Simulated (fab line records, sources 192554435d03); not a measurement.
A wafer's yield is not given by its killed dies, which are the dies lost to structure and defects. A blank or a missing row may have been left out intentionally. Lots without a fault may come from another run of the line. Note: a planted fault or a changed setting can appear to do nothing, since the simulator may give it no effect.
Matching of chambers -- flow n5-finfet -- N5_BEOL_M0_ALD_136 on ald-metal-01: 4 sister chambers
The step deposits TaN, pulse time 2 s, purge time 3 s, co reactant purge time 2 s. 4 wafers are shown with their chamber, then 10 later ones without.

EACH WAFER AND ITS CHAMBER
wafer,chamber,heater-power-w (W)
L084.2,2,441
L084.3,3,437
L089.1,1,364
L089.2,0,365

WAFERS MISSING THEIR CHAMBER
wafer,heater-power-w (W)
L089.3,439
L089.4,419
L089.5,440
L089.6,369
L092.3,364
L092.5,436
L092.6,357
L097.3,443
L097.4,441
L097.5,358

WHICH CHAMBER EACH WENT THROUGH
wafer,from the rows above,in truth
L089.3,can't be placed: 2 or 3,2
L089.4,can't be placed: 3 or 2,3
L089.5,can't be placed: 2 or 3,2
L089.6,can't be placed: 0 or 1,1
L092.3,can't be placed: 1 or 0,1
L092.5,can't be placed: 3 or 2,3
L092.6,can't be placed: 1 or 0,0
L097.3,can't be placed: 2 or 3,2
L097.4,can't be placed: 2 or 3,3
L097.5,can't be placed: 1 or 0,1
Correct placement for 0 of the 10. Not placeable from these rows: 10 (in 10, the candidates include the true chamber). Wrongly placed: 0.
How it was worked out, from the rows above alone: a wafer's distance from a chamber is the root of the sum, over the readings, of the square of ((its reading less the chamber's mean) divided by the reading's scatter). If the next closest chamber is less than 2 further off than the closest, the wafer can't be placed; otherwise it belongs to the closest. For every chamber, the mean is computed from those of its wafers that are shown. The scatter: with one shown wafer a chamber, the root of the mean of the squares of how far each hidden wafer lies from its nearest shown one.
